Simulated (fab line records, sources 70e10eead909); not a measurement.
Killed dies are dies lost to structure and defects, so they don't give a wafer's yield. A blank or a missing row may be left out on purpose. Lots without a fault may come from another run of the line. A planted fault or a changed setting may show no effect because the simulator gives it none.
Which tool did it? | flow nand_harc | 11 lots, 33 wafers sampled, at 2 steps of a route of 1159

WHAT THE GAUGES READ, wafer by wafer
NHARC_P_GATE_CD_MEAS_26: target cd 120 nm.
lot  | measured    | on        | cd_nm (nm)
L136 | day 4 13:29 | cd_sem-02 | 119.6 120.1 119.9
L137 | day 4 13:39 | cd_sem-02 | 119.8 119.4 120.3
L139 | day 5 04:25 | cd_sem-02 | 121.1 120.0 121.1
L138 | day 5 04:35 | cd_sem-01 | 120.7 119.2 119.5
L142 | day 6 02:40 | cd_sem-03 | 118.2 118.1 118.8
L143 | day 6 14:40 | cd_sem-03 | 119.0 119.5 119.6
L145 | day 6 20:49 | cd_sem-02 | 120.1 119.5 119.4
L148 | day 8 00:46 | cd_sem-01 | 118.8 119.7 119.9
L147 | day 8 01:19 | cd_sem-02 | 120.5 119.3 119.8
L154 | day 9 07:16 | cd_sem-03 | 123.9 124.3 124.1
L156 | day 9 17:09 | cd_sem-03 | 124.5 124.6 124.8

WHICH TOOL RAN EACH LOT (tool, then ch and the chambers of the sampled wafers, then the start)
lot  | NHARC_P_GATE_PEB_24
L136 | litho_track-06 ch 0, day 4 13:25
L137 | litho_track-01 ch 0, day 4 13:34
L139 | litho_track-04 ch 0, day 5 04:21
L138 | litho_track-01 ch 0, day 5 04:30
L142 | litho_track-01 ch 0, day 6 02:34
L143 | litho_track-01 ch 0, day 6 14:35
L145 | litho_track-04 ch 0, day 6 20:44
L148 | litho_track-04 ch 0, day 8 00:41
L147 | litho_track-04 ch 0, day 8 01:14
L154 | litho_track-04 ch 0, day 9 07:11
L156 | litho_track-04 ch 0, day 9 17:04
- NHARC_P_GATE_PEB_24: peb time 65 s.

THE ANSWER, worked out from the rows above alone
Rule: what is usual is taken from the lots themselves. Put in order of their means at a reading, lots are off if they are a third of the lots or fewer, leave a main group of 4 or more, and stand apart from it by a gap of 3 or more times the standard deviation of the main group's means; of several such gaps the widest counts. A main group whose means are all the same, to the digits that the tables above print for the reading, isn't used. A lot without any number at a reading at which 4 lots or more have one is off too. The other lots that the step has rows for count as sound.
Off: L154, L156, at NHARC_P_GATE_CD_MEAS_26 (cd_nm). The main group: mean 119.7 nm, standard deviation 0.59.
A tool fits if, at a process step before that reading, it ran every lot that is off, and no sound lot after the first of them. The gauges at NHARC_P_GATE_CD_MEAS_26 are tried like those tools. Can't be told from this: 2 tools fit, litho_track-04 at NHARC_P_GATE_PEB_24, cd_sem-03 at NHARC_P_GATE_CD_MEAS_26.

WHAT THE SIMULATOR HAD PUT IN
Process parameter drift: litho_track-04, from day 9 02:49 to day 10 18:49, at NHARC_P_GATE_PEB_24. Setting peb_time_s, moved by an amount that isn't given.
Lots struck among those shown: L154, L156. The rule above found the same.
